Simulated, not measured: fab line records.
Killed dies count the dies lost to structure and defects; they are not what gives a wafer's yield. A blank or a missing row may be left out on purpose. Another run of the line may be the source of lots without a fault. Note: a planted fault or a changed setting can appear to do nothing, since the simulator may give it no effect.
fab line records	flow n5Finfet
record lots=7	wafers=39
route steps=1938 shown STI_FIN_REVEAL@190 SD_EPI_N@288 BEOL_M0_SAQP@672 BEOL_M2@890
startH: hours from the record's first day to the start of the lot's first wafer shown	waitH: hours since the lot's step before	" as in the row above	L1.1+2: several wafers, shown together as one row	- no value, or no start was given	* or withheld: withheld	< > ~ a bound
route shown NAME@n: NAME is a module with steps in the file, n the number in the route of the first one	usual: mean and standard deviation over wafers with no fault	same: alike in all rows	chamber/n: place in a boat	sites: readings site by site	_std_site: the values' standard deviation	_edge_site: the outer-site mean with the inner-site mean subtracted	radiusMm: for every site, how far away it sits from the centre of the wafer	mask NAME#n: copy n	behind: the tool/chamber that last shaped the wafer	hold: the reason the lot was held/the length of the hold in hours/how it ended	device: transistor that didn't switch, given as n, p or np	end of line: the route-end tests of the same wafers	for a step that has no rows: nothing shown but its recipe	killed: dies lost to structure and defects at the first sort, not the wafer's yield	map: the dies of a wafer, with x for killed, . for not killed, _ for no die there
set.NAME: the setting that was run; set.NAME@STEP: the one run at that earlier step	model.NAME: the simulator's own value behind a step, which no gauge read
lots where settings were altered on purpose, with a table for each step and a row for each wafer
## steps
# step N5_STI_FIN_REVEAL_ETCHBACK_08
# recipe chemistry=C4F6/O2	target=SiO2	targetDepthA=305	timeS=10.167	ionEnergyEv=250	pressureMtorr=30	sourceW=345	biasW=185	Ar_flow_sccm=300	C4F6_flow_sccm=10	O2_flow_sccm=10
lot.wafer	tool	chamber	startH	waitH	set.timeS
L078.1+2+3+4+5+6	rieDiel-03	2,3,1,0,2,3	58.06	0.2	10.167
L083.1+2+3	rieDiel-05	1,3,2	87.88	0.2	5.493
L083.4+5+6	"	0,3,0	"	"	10.167
L086.1+2+3+4+5+6	rieDiel-03	2,1,0,3,2,1	110.19	0.2	10.167
L088.1+4+5	rieDiel-01	3,2,3	120.76	0.2	11.91
L088.2+3+6	"	0,1,0	"	"	10.167
L092.1+5+6	rieDiel-01	0,2,3	142.24	0.3	10.167
L092.2+3+4	"	1,2,3	"	"	13.69
L094.2+3+6	rieDiel-05	0,3,1	153.24	0.2	10.167
L096.1+4+6	rieDiel-01	0,1,3	166.14	0.5	8.472
L096.2+3+5	"	3,2,2	"	"	10.167
# step N5_STI_FIN_REVEAL_STRIP_24
# recipe chemistry=N2/H2	timeS=90	powerW=100	tempC=40	pressureMtorr=100	rfFrequencyHz=6e+07	biasPowerW=3	n2FlowSccm=300	h2FlowSccm=300
# step N5_STI_FIN_REVEAL_PRECLEAN_25
# recipe chemistry=SPM	timeS=90	tempC=120	mix=4:1
# step N5_STI_FIN_REVEAL_SRD_23
# recipe dry=ipaMarangoni	timeS=30	tempC=23	rinseLiquid=diw
# step N5_STI_FIN_REVEAL_FIN_H_MEAS_10
# usual trenchDepthNm=52.0/0.82
lot.wafer	tool	chamber	startH	waitH	set.timeS@STI_FIN_REVEAL_ETCHBACK_08	trenchDepthNm
L078.1	ocd-01	-	61.50	0.0	10.167	52.1
L078.2	"	-	"	"	10.167	53.3
L078.3	"	-	"	"	10.167	52.7
L078.4	"	-	"	"	10.167	52.2
L078.5	"	-	"	"	10.167	52.3
L078.6	"	-	"	"	10.167	53.2
L083.1	ocd-01	-	91.08	0.0	5.493	38.4
L083.2	"	-	"	"	5.493	38.9
L083.3	"	-	"	"	5.493	38.6
L083.4	"	-	"	"	10.167	53.7
L083.5	"	-	"	"	10.167	52.3
L083.6	"	-	"	"	10.167	53.3
L086.1	ocd-02	-	113.19	0.0	10.167	52.6
L086.2	"	-	"	"	10.167	53.3
L086.3	"	-	"	"	10.167	52.2
L086.4	"	-	"	"	10.167	54.1
L086.5	"	-	"	"	10.167	52.2
L086.6	"	-	"	"	10.167	53.2
L088.1	ocd-02	-	123.75	0.0	11.91	57.4
L088.2	"	-	"	"	10.167	52.0
L088.3	"	-	"	"	10.167	52.5
L088.4	"	-	"	"	11.91	58.6
L088.5	"	-	"	"	11.91	58.1
L088.6	"	-	"	"	10.167	52.3
L092.1	ocd-02	-	145.30	0.0	10.167	51.6
L092.2	"	-	"	"	13.69	61.6
L092.3	"	-	"	"	13.69	62.2
L092.4	"	-	"	"	13.69	61.5
L092.5	"	-	"	"	10.167	51.3
L092.6	"	-	"	"	10.167	50.4
L094.2	ocd-02	-	156.21	0.0	10.167	54.1
L094.3	"	-	"	"	10.167	53.0
L094.6	"	-	"	"	10.167	52.5
L096.1	ocd-01	-	169.71	0.0	8.472	46.5
L096.2	"	-	"	"	10.167	52.2
L096.3	"	-	"	"	10.167	52.3
L096.4	"	-	"	"	8.472	46.8
L096.5	"	-	"	"	10.167	52.4
L096.6	"	-	"	"	8.472	46.5
# step N5_SD_EPI_N_EPI_21
# recipe material=Si:P	dopant=P	tempC=680	pressureTorr=255	timeS=690
lot.wafer	tool	chamber	startH	waitH	set.timeS	model.Si-P_of_SD_EPI_N_EPI_21.thkNm
L078.1	epiRpcvd-01	0	76.03	0.2	477	43.6
L078.2	"	0	"	"	477	43.4
L078.3	"	0	"	"	690	57.8
L078.4	"	0	"	"	477	44.2
L078.5	"	0	"	"	690	59
L078.6	"	0	"	"	690	57.2
L083.1	epiRpcvd-04	0	103.92	0.1	424.7	39.6
L083.2+5	"	0	"	"	690	59.2
L083.3+6	"	0	"	"	424.7	39
L083.4	"	0	"	"	690	58.4
L086.1	epiRpcvd-04	0	126.23	0.1	1059	79.8
L086.2	"	0	"	"	1059	79.6
L086.3	"	0	"	"	690	58.6
L086.4	"	0	"	"	690	58.4
L086.5	"	0	"	"	690	59.6
L086.6	"	0	"	"	1059	79.4
L088.1	epiRpcvd-02	0	136.92	0.2	690	59.4
L088.2	"	0	"	"	690	59
L088.3+6	"	0	"	"	1078	81.8
L088.4	"	0	"	"	690	59.2
L088.5	"	0	"	"	1078	82
L092.1+3+6	epiRpcvd-04	0	158.33	0.3	690	59
L092.2	"	0	"	"	690	58.6
L092.4	"	0	159.82	1.6	690	58.8
L092.5	"	0	"	"	690	59.2
L094.2	epiRpcvd-01	0	170.02	0.5	690	59.2
L094.3	"	0	"	"	690	59.6
L094.6	"	0	171.51	1.9	690	59.8
L096.1	epiRpcvd-02	0	183.59	0.1	690	58.6
L096.2	"	0	"	"	690	58.4
L096.3	"	0	"	"	690	59.6
L096.4	"	0	"	"	931.3	72.4
L096.5	"	0	"	"	931.3	73.4
L096.6	"	0	"	"	931.3	72.8
# step N5_SD_EPI_N_EPI_MEAS_23
# recipe mode=xrd
# usual thkNm=59.4/1.1
lot.wafer	tool	chamber	startH	waitH	set.timeS@SD_EPI_N_EPI_21	thkNm
L078.1	filmMetro-02	-	78.30	2.0	477	43.1
L078.2	"	-	"	"	477	44.5
L078.3	"	-	"	"	690	58.9
L078.4	"	-	"	"	477	45.2
L078.5	"	-	"	"	690	59.6
L078.6	"	-	"	"	690	57.0
L083.1	filmMetro-02	-	105.63	1.5	424.7	39.7
L083.2	"	-	"	"	690	59.6
L083.3	"	-	"	"	424.7	39.7
L083.4	"	-	"	"	690	58.2
L083.5	"	-	"	"	690	58.8
L083.6	"	-	"	"	424.7	39.9
L086.1	filmMetro-01	-	127.95	1.4	1059	80.2
L086.2	"	-	"	"	1059	78.1
L086.3	"	-	"	"	690	58.7
L086.4	"	-	"	"	690	59.4
L086.5	"	-	"	"	690	60.0
L086.6	"	-	"	"	1059	81.4
L088.1	filmMetro-02	-	139.21	1.9	690	59.5
L088.2	"	-	"	"	690	59.7
L088.3	"	-	"	"	1078	79.6
L088.4	"	-	"	"	690	58.8
L088.5	"	-	"	"	1078	82.2
L088.6	"	-	"	"	1078	82.5
L092.1	filmMetro-01	-	161.37	2.5	690	57.2
L092.2	"	-	"	"	690	58.6
L092.3	"	-	"	"	690	60.6
L092.4	"	-	"	"	690	59.1
L092.5	"	-	"	"	690	60.5
L092.6	"	-	"	"	690	58.6
L094.2	filmMetro-02	-	171.94	1.5	690	60.3
L094.3	"	-	"	"	690	58.0
L094.6	"	-	"	"	690	59.4
L096.1	filmMetro-02	-	185.30	1.4	690	58.5
L096.2	"	-	"	"	690	59.1
L096.3	"	-	"	"	690	58.8
L096.4	"	-	"	"	931.3	74.1
L096.5	"	-	"	"	931.3	72.7
L096.6	"	-	"	"	931.3	73.2
# step N5_BEOL_M0_SAQP_ETCH_106
# recipe chemistry=N2/H2	target=SOC	targetDepthA=1500	stopOn=SiNx	ionEnergyEv=100	biasW=61	pressureMtorr=30	sourceW=850	n2FlowSccm=200	h2FlowSccm=200
lot.wafer	tool	chamber	startH	waitH	set.targetDepthA	model.SOC_of_BEOL_M0_SAQP_COAT_105.thkNm
L078.1+6	rieDiel-06	2	138.53	-	1500	22.6
L078.2	"	1	"	"	1500	19.6
L078.3+4	"	0,3	"	"	1500	24.2
L078.5	"	3	"	"	1500	23.6
L083.1	rieDiel-02	0	161.24	-	1500	23.2
L083.2	"	1	"	"	1500	26.4
L083.3+5	"	2	"	"	1500	24.8
L083.4	"	3	"	"	1500	25.4
L083.6	"	1	"	"	1500	26.6
L086.1	rieDiel-02	2	189.55	-	1500	23.4
L086.2	"	1	"	"	1500	25.8
L086.3	"	0	"	"	1500	20.8
L086.4	"	2	"	"	1500	23.2
L086.5	"	0	"	"	1500	21.8
L086.6	"	1	"	"	1500	25
L088.1+5	rieDiel-02	0	202.24	-	1500	22.2
L088.2	"	2	"	"	1500	23.4
L088.3	"	1	"	"	1500	25.4
L088.4	"	2	"	"	1500	23.6
L088.6	"	1	"	"	1500	25.6
L092.1	rieDiel-02	3	219.99	-	1500	23.4
L092.2	"	0	"	"	1500	22.2
L092.3	"	2	"	"	1500	23
L092.4	"	3	"	"	969.5	50.8
L092.5	"	2	"	"	969.5	50.2
L092.6	"	0	"	"	969.5	49.4
L094.2	rieDiel-02	0	235.56	-	1500	22.4
L094.3	"	3	"	"	1500	23.8
L094.6	"	0	"	"	1500	21.8
L096.1	rieDiel-04	3	239.95	-	1500	26.6
L096.2	"	1	"	"	1500	25.8
L096.3	"	2	"	"	941.1	50.4
L096.4	"	1	"	"	1500	25.6
L096.5	"	3	"	"	941.1	53.8
L096.6	"	2	"	"	941.1	50.6
# step N5_BEOL_M0_SAQP_ETCH_107
# recipe chemistry=CH3F/O2	target=SiNx	targetDepthA=300	maskMaterial=SOC	pressureMtorr=30	sourceW=395	biasW=73	Ar_flow_sccm=150	CH3F_flow_sccm=30	O2_flow_sccm=20	ionEnergyEv=120
lot.wafer	tool	chamber	startH	waitH	set.targetDepthA@BEOL_M0_SAQP_ETCH_106	model.SOC_of_BEOL_M0_SAQP_COAT_105.thkNm
L078.1+6	rieDiel-06	2	138.59	0.0	1500	11.6
L078.2	"	1	"	"	1500	8.4
L078.3	"	0	"	"	1500	13.2
L078.4	"	3	"	"	1500	13.4
L078.5	"	3	"	"	1500	12.8
L083.1	rieDiel-02	0	161.30	0.0	1500	12
L083.2+6	"	1	"	"	1500	15.8
L083.3	"	2	"	"	1500	14
L083.4	"	3	"	"	1500	14.6
L083.5	"	2	"	"	1500	13.8
L086.1+4	rieDiel-02	2	189.61	0.0	1500	12.4
L086.2	"	1	"	"	1500	15
L086.3	"	0	"	"	1500	9.8
L086.5	"	0	"	"	1500	10.6
L086.6	"	1	"	"	1500	14.4
L088.1+5	rieDiel-02	0	202.30	0.0	1500	11
L088.2	"	2	"	"	1500	12.4
L088.3+6	"	1	"	"	1500	14.6
L088.4	"	2	"	"	1500	12.6
L092.1	rieDiel-02	3	220.05	0.0	1500	12.4
L092.2	"	0	"	"	1500	11.2
L092.3	"	2	"	"	1500	12.2
L092.4	"	3	"	"	969.5	39.8
L092.5	"	2	"	"	969.5	39.4
L092.6	"	0	"	"	969.5	38.2
L094.2	rieDiel-02	0	235.62	0.0	1500	11.2
L094.3	"	3	"	"	1500	12.8
L094.6	"	0	"	"	1500	10.6
L096.1	rieDiel-04	3	240.01	0.0	1500	15.8
L096.2	"	1	"	"	1500	15
L096.3+6	"	2	"	"	941.1	39.4
L096.4	"	1	"	"	1500	14.8
L096.5	"	3	"	"	941.1	43
# step N5_BEOL_M2_TRENCH_ETCH_37
# recipe chemistry=C4F6/O2	targetDepthA=555.55	target=SiOC	timeS=29.2	ionEnergyEv=250	pressureMtorr=30	sourceW=355	biasW=185	Ar_flow_sccm=300	C4F6_flow_sccm=10	O2_flow_sccm=10
lot.wafer	tool	chamber	startH	waitH	set.targetDepthA	model.BEOL_M2.featureDepthNm	model.etch.depthNm	model.TiN_of_BEOL_M2_HM_DEP_02.thkNm
L078.1	rieDiel-03	3	-	-	555.55	56.8	56.86	17.4
L078.2	"	1	"	"	555.55	56	56.05	17.6
L078.3	"	2	"	"	555.55	54.6	54.56	17.8
L078.4	"	0	"	"	555.55	54.2	54.16	17.8
L078.5	"	0	"	"	555.55	54.4	54.33	17.4
L078.6	"	3	"	"	555.55	57.2	57.15	17.6
L083.1	rieDiel-03	1	-	-	555.55	56.4	56.35	17.6
L083.2	"	0	"	"	775	75	74.9	16.8
L083.3	"	3	"	"	775	79.2	79.24	16.6
L083.4	"	2	"	"	555.55	54.6	54.67	17.2
L083.5	"	2	"	"	555.55	54.6	54.67	17.6
L083.6	"	3	"	"	775	79.4	79.49	16.4
L086.1	rieDiel-01	2	-	-	748.1	74.8	74.88	17
L086.2	"	1	"	"	555.55	54.2	54.2	17.2
L086.3	"	3	"	"	555.55	55.4	55.33	17.6
L086.4	"	0	"	"	748.1	73.8	73.7	17
L086.5	"	1	"	"	748.1	72.8	72.83	17
L086.6	"	0	"	"	555.55	55	55.03	17.8
L088.1	rieDiel-05	1	-	-	555.55	54.6	54.64	17.4
L088.2	"	3	"	"	555.55	57.6	57.58	17.8
L088.3	"	0	"	"	841.4	85.8	85.83	15.8
L088.4	"	2	"	"	841.4	81.6	81.52	16.2
L088.5	"	2	"	"	555.55	54.2	54.3	17.2
L088.6	"	1	"	"	841.4	82.2	82.14	16.2
L092.1	rieDiel-01	2	-	-	555.55	57.2	57.17	17.4
L092.2	"	1	"	"	555.55	54.8	54.72	17.8
L092.3	"	3	"	"	555.55	54.6	54.61	17.8
L092.4	"	0	"	"	555.55	56	56.07	18
L092.5	"	1	"	"	555.55	54.4	54.43	18
L092.6	"	0	"	"	555.55	55.4	55.45	17.6
L094.2	rieDiel-05	2	-	-	555.55	53.6	53.56	17.8
L094.3	"	3	"	"	555.55	57.4	57.4	18
L094.6	"	1	"	"	555.55	53.6	53.53	17.8
L096.1	rieDiel-05	3	-	-	555.55	57.4	57.4	17.2
L096.2	"	0	"	"	555.55	56	56.05	17.2
L096.3	"	2	"	"	393	38.2	38.19	18.2
L096.4	"	1	"	"	393	38.2	38.11	18
L096.5	"	3	"	"	393	40.8	40.85	18
L096.6	"	0	"	"	555.55	56.6	56.54	17.2
# step N5_BEOL_M2_ETCH_41
# recipe chemistry=CH3F/O2	target=SiCN	targetDepthA=299	taperDeg=2	timeS=52.5	ionEnergyEv=120	maskMaterial=TiN	pressureMtorr=30	sourceW=395	biasW=75	Ar_flow_sccm=150	CH3F_flow_sccm=30	O2_flow_sccm=20
# step N5_BEOL_M2_STRIP_97
# recipe chemistry=N2/H2	timeS=10	powerW=450	tempC=40	pressureMtorr=20	rfFrequencyHz=6e+07	biasPowerW=7	n2FlowSccm=200	h2FlowSccm=200
# step N5_BEOL_M2_OCD_MEAS_38
# usual trenchDepthNm=55.2/1.2
lot.wafer	tool	chamber	startH	waitH	set.targetDepthA@BEOL_M2_TRENCH_ETCH_37	trenchDepthNm
L078.1	ocd-01	-	174.79	-	555.55	56.7
L078.2	"	-	"	"	555.55	56.1
L078.3	"	-	"	"	555.55	54.7
L078.4	"	-	"	"	555.55	53.8
L078.5	"	-	"	"	555.55	54.3
L078.6	"	-	"	"	555.55	57.1
L083.1	ocd-01	-	198.25	-	555.55	56.4
L083.2	"	-	"	"	775	75.0
L083.3	"	-	"	"	775	79.0
L083.4	"	-	"	"	555.55	54.4
L083.5	"	-	"	"	555.55	54.2
L083.6	"	-	"	"	775	79.5
L086.1	ocd-02	-	221.69	-	748.1	74.8
L086.2	"	-	"	"	555.55	54.1
L086.3	"	-	"	"	555.55	55.5
L086.4	"	-	"	"	748.1	73.3
L086.5	"	-	"	"	748.1	72.7
L086.6	"	-	"	"	555.55	55.5
L088.1	ocd-01	-	235.67	-	555.55	54.8
L088.2	"	-	"	"	555.55	57.5
L088.3	"	-	"	"	841.4	85.8
L088.4	"	-	"	"	841.4	81.5
L088.5	"	-	"	"	555.55	55.0
L088.6	"	-	"	"	841.4	82.1
L092.1	ocd-02	-	250.02	-	555.55	57.0
L092.2	"	-	"	"	555.55	54.8
L092.3	"	-	"	"	555.55	54.6
L092.4	"	-	"	"	555.55	56.2
L092.5	"	-	"	"	555.55	54.6
L092.6	"	-	"	"	555.55	55.5
L094.2	ocd-01	-	270.76	-	555.55	53.6
L094.3	"	-	"	"	555.55	57.4
L094.6	"	-	"	"	555.55	53.9
L096.1	ocd-02	-	271.61	-	555.55	57.4
L096.2	"	-	"	"	555.55	55.8
L096.3	"	-	"	"	393	37.6
L096.4	"	-	"	"	393	38.4
L096.5	"	-	"	"	393	41.1
L096.6	"	-	"	"	555.55	56.4
# step N5_BEOL_M2_HM_STRIP_39
# recipe chemistry=peroxideTinStrip	material=TiN	targetDepthA=250	tempC=50	timeS=158
# step N5_BEOL_M2_SRD_40
# recipe timeS=30	tempC=23	rinseLiquid=diw	dry=ipaMarangoni
# step N5_BEOL_M2_ECD_50
# recipe material=Cu	targetThkA=3000
# step N5_BEOL_M2_ANNEAL_51
# recipe tempC=225	timeS=90	ambient=N2
# step N5_BEOL_M2_CMP_52
# recipe stopOn=SiOC	tOverpolishS=6.8	downForcePsi=1	platenRpm=50	clearingPlatenDownForcePsi=1.5	clearingPlatenRpm=50	postCmpClean=cuAlkaline	targetThkNm=40	clearingPlatenPadVelocityMS=0.99484	padVelocityMS=0.99484
lot.wafer	tool	chamber	startH	waitH	set.targetDepthA@BEOL_M2_TRENCH_ETCH_37	model.Cu_of_BEOL_M2_ECD_50.thkNm
L078.4	cmp-04	1	178.84	0.1	555.55	40
L078.3	"	2	"	"	555.55	39
L078.2	"	3	"	"	555.55	40.2
L078.1	"	0	"	"	555.55	42.8
L078.5	"	1	"	"	555.55	38.6
L078.6	"	2	"	"	555.55	40.6
L083.1	cmp-04	1	201.75	0.3	555.55	40.2
L083.4+5	"	2	"	"	555.55	37.4
L083.2	"	3	"	"	775	59.2
L083.3	"	0	"	"	775	65.2
L083.6	"	1	"	"	775	64.4
L086.1	cmp-03	0	225.33	0.3	748.1	60.4
L086.4	"	1	"	"	748.1	58.2
L086.2	"	2	"	"	555.55	37.6
L086.3	"	3	"	"	555.55	38.8
L086.5	"	0	"	"	748.1	58.8
L086.6	"	1	"	"	555.55	39.4
L088.3	cmp-03	2	239.29	0.2	841.4	68
L088.1	"	3	"	"	555.55	36.4
L088.2	"	0	"	"	555.55	41.8
L088.4	"	1	"	"	841.4	65
L088.6	"	2	"	"	841.4	64
L088.5	"	3	"	"	555.55	35.6
L092.2	cmp-04	0	254.03	0.2	555.55	40.6
L092.1	"	1	"	"	555.55	42.2
L092.4	"	2	"	"	555.55	38.8
L092.3	"	3	"	"	555.55	39.8
L092.5	"	0	"	"	555.55	41
L092.6	"	1	"	"	555.55	40.4
L094.3	cmp-01	3	274.27	0.2	555.55	41
L094.2	"	0	"	"	555.55	36.4
L094.6	"	2	"	"	555.55	36.8
L096.1	cmp-01	2	276.03	0.3	555.55	41
L096.4	"	3	"	"	393	22
L096.2	"	0	"	"	555.55	39.4
L096.3	"	1	"	"	393	22.2
L096.6	"	2	"	"	555.55	40.8
L096.5	"	3	"	"	393	25.4
# step N5_BEOL_M2_THK_MEAS_53
# recipe thkMeasGauge=xrf	reads=Cu_of_BEOL_M2_ECD_50
# usual M2_THK=38.7/1.7
lot.wafer	tool	chamber	startH	waitH	set.targetDepthA@BEOL_M2_TRENCH_ETCH_37	M2_THK[nm]
L078.1	filmMetro-01	-	179.14	-	555.55	42.0
L078.2	"	-	"	"	555.55	39.5
L078.3	"	-	"	"	555.55	38.2
L078.4	"	-	"	"	555.55	39.2
L078.5	"	-	"	"	555.55	37.9
L078.6	"	-	"	"	555.55	40.0
L083.1	filmMetro-01	-	202.04	-	555.55	39.8
L083.2	"	-	"	"	775	58.5
L083.3	"	-	"	"	775	64.8
L083.4	"	-	"	"	555.55	37.1
L083.5	"	-	"	"	555.55	37.2
L083.6	"	-	"	"	775	63.8
L086.1	filmMetro-02	-	225.63	-	748.1	59.9
L086.2	"	-	"	"	555.55	37.3
L086.3	"	-	"	"	555.55	38.4
L086.4	"	-	"	"	748.1	57.2
L086.5	"	-	"	"	748.1	58.1
L086.6	"	-	"	"	555.55	38.9
L088.1	filmMetro-01	-	239.58	-	555.55	35.6
L088.2	"	-	"	"	555.55	41.2
L088.3	"	-	"	"	841.4	67.0
L088.4	"	-	"	"	841.4	63.8
L088.5	"	-	"	"	555.55	35.0
L088.6	"	-	"	"	841.4	63.0
L092.1	filmMetro-01	-	254.33	-	555.55	41.2
L092.2	"	-	"	"	555.55	39.5
L092.3	"	-	"	"	555.55	38.8
L092.4	"	-	"	"	555.55	37.9
L092.5	"	-	"	"	555.55	40.1
L092.6	"	-	"	"	555.55	39.4
L094.2	filmMetro-02	-	274.48	-	555.55	35.8
L094.3	"	-	"	"	555.55	40.3
L094.6	"	-	"	"	555.55	36.4
L096.1	filmMetro-02	-	276.32	-	555.55	40.4
L096.2	"	-	"	"	555.55	39.2
L096.3	"	-	"	"	393	21.9
L096.4	"	-	"	"	393	21.6
L096.5	"	-	"	"	393	25.1
L096.6	"	-	"	"	555.55	40.2
## key
split step=N5_STI_FIN_REVEAL_ETCHBACK_08	setting=timeS	stated=10.167	by=wafer
response step=N5_STI_FIN_REVEAL_FIN_H_MEAS_10	reading=trenchDepthNm	change=+0.316	per=1%	r=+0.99
split step=N5_SD_EPI_N_EPI_21	setting=timeS	stated=690	by=wafer
response step=N5_SD_EPI_N_EPI_21	reading=model.Si-P_of_SD_EPI_N_EPI_21.thkNm	change=+0.421	per=1%	r=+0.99
response step=N5_SD_EPI_N_EPI_MEAS_23	reading=thkNm	change=*	per=1%	r=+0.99
split step=N5_BEOL_M0_SAQP_ETCH_106	setting=targetDepthA	stated=1500	by=wafer
response step=N5_BEOL_M0_SAQP_ETCH_106	reading=model.SOC_of_BEOL_M0_SAQP_COAT_105.thkNm	change=-0.727	per=1%	r=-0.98
response step=N5_BEOL_M0_SAQP_ETCH_107	reading=model.SOC_of_BEOL_M0_SAQP_COAT_105.thkNm	change=-0.723	per=1%	r=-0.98
split step=N5_BEOL_M2_TRENCH_ETCH_37	setting=targetDepthA	stated=555.55	by=wafer
response step=N5_BEOL_M2_TRENCH_ETCH_37	reading=model.BEOL_M2.featureDepthNm	change=+0.558	per=1%	r=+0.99
response step=N5_BEOL_M2_TRENCH_ETCH_37	reading=model.etch.depthNm	change=+0.557	per=1%	r=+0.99
response step=N5_BEOL_M2_TRENCH_ETCH_37	reading=model.TiN_of_BEOL_M2_HM_DEP_02.thkNm	change=-0.024	per=1%	r=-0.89
response step=N5_BEOL_M2_OCD_MEAS_38	reading=trenchDepthNm	change=+0.553	per=1%	r=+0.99
response step=N5_BEOL_M2_CMP_52	reading=model.Cu_of_BEOL_M2_ECD_50.thkNm	change=+0.577	per=1%	r=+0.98
response step=N5_BEOL_M2_THK_MEAS_53	reading=M2_THK	change=+0.569	per=1%	r=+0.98
